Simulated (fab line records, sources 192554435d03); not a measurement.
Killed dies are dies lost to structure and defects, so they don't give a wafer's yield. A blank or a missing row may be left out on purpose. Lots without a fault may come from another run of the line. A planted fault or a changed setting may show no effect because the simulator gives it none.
Chamber matching | flow n5_finfet | N5_BEOL_M5_ETCH_62 on rie_diel-04: 4 sister chambers
The step etches SOC in N2/H2, target depth 75 nm, overetch 15 nm, time 112.5 s. 4 wafers are shown with their chamber, then 8 later ones without.

WAFERS WITH THEIR CHAMBER
wafer  | chamber | showerhead_plenum_p_Torr (Torr)
L086.4 | 3       | 2.49
L091.1 | 0       | 2.33
L091.6 | 1       | 2.56
L090.1 | 2       | 2.59

WAFERS WITHOUT THEIR CHAMBER
wafer  | showerhead_plenum_p_Torr (Torr)
L090.2 | 2.56
L090.3 | 2.33
L090.4 | 2.48
L090.5 | 2.33
L090.6 | 2.56
L094.2 | 2.33
L094.3 | 2.48
L094.6 | 2.33

WHICH CHAMBER EACH WENT THROUGH
wafer  | from the rows above | in truth
L090.2 | 1                   | 1
L090.3 | 0                   | 0
L090.4 | 3                   | 3
L090.5 | 0                   | 0
L090.6 | 1                   | 1
L094.2 | 0                   | 0
L094.3 | 3                   | 3
L094.6 | 0                   | 0
Placed correctly: 8 of 8. Can't be placed from these rows: 0. Placed wrongly: 0.
How it was worked out, from the rows above alone: a wafer's distance from a chamber is the root of the sum, over the readings, of the square of ((its reading less the chamber's mean) divided by the reading's scatter). The wafer belongs to the nearest chamber; if the next one is less than 2 further off, it can't be placed. A chamber's mean is the mean of its shown wafers. The scatter: with one shown wafer a chamber, the root of the mean of the squares of how far each hidden wafer lies from its nearest shown one.
